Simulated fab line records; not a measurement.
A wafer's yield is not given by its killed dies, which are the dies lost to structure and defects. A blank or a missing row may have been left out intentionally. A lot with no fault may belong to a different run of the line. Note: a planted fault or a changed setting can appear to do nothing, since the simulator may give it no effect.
A struck lot beside a sound one :: flow nand harc :: 13 steps out of a route of 1159
Sound: the wafers L538.2, L538.4, L538.5. Wafers L542.2, L542.4 were the ones struck. The cause is given at the end.
Order at every step that has rows: each side's tool, ch and its chambers, its first start. Under that, the readings that differ: sound wafers :: struck wafers :: difference of the means :: sigmas: that difference in standard deviations of wafers without a fault.
alike: readings whose means differ by less than 2 such deviations, and words and numbers that are the same on both sides. not compared: withheld readings, readings that some wafer has no value for, bounds like >300 that may hide the same value, and numbers for which the record gives no deviation and whose values overlap.
Wherever a step has rows on one side only, a row that says differs or no value, or a row with sigmas, the two part there. Numbers that have no deviation but don't overlap get no sigmas and don't part them. Lack of a reading on every wafer of one side parts them only where that side has two or more wafers.

NHARC_A_ONON_D1_THK_MEAS_30: measures by ellipsometry.
  sound on film metro-02 at day 8 16:32; struck on film metro-02 at day 9 08:33
  alike: thk nm
NHARC_A_ONON_D1_DEP_33: deposits SiO2, target thk 200 nm.
  sound on pecvd-01 ch 1,2, day 8 16:45; struck on pecvd-01 ch 0, day 9 08:42
  alike: heater power w, throttle valve pct
NHARC_A_ONON_D1_THK_MEAS_34: measures by ellipsometry.
  sound on film metro-02 at day 8 17:07; struck on film metro-01 at day 9 09:02
  alike: thk nm
NHARC_A_ONON_D1_INSPECT_32:
  sound on defect inspect-01 at day 8 17:11; struck on defect inspect-02 at day 9 09:07
  alike: raw defect count
NHARC_A_CHANNEL_HOLE_D1_DEP_00: deposits aC, target thk 3100 nm.
  sound on acl dep-03 ch 0, day 8 19:44; struck on acl dep-01 ch 0, day 9 09:49
  alike: throttle valve pct
NHARC_A_CHANNEL_HOLE_D1_DEP_01: deposits SiON, target thk 140 nm.
  sound on pecvd-04 ch 0,1, day 8 21:25; struck on pecvd-03 ch 1,2, day 9 11:33
  alike: heater power w
then, 5 steps without rows for these wafers: NHARC_A_CHANNEL_HOLE_D1_DEHYDRATE_02 (time 120 s); NHARC_A_CHANNEL_HOLE_D1_HMDS_03 (time 30 s); NHARC_A_CHANNEL_HOLE_D1_COAT_36 (time 75 s); NHARC_A_CHANNEL_HOLE_D1_COAT_37 (time 65 s); NHARC_A_CHANNEL_HOLE_D1_COAT_04 (resist thk 90 nm).
NHARC_A_CHANNEL_HOLE_D1_SOFTBAKE_05: time 55 s.
  sound on litho track-06 ch 0, day 8 21:00; struck on litho track-06 ch 0, day 9 11:00
reading: heater power total W (W)
sound: 188.43 188.49 188.68
struck: 236.19 235.78
difference: +47.45
sigmas: +99 or more
  alike: exhaust pa
next, for these wafers, 1 step has no rows: NHARC_A_CHANNEL_HOLE_D1_EBR_06.

== WHERE THEY PART ==
Only at NHARC_A_CHANNEL_HOLE_D1_SOFTBAKE_05, as far as this record shows.

WHY: whatever the simulator had introduced
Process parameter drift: litho track-06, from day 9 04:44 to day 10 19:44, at NHARC_A_CHANNEL_HOLE_D1_SOFTBAKE_05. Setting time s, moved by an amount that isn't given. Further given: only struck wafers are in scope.
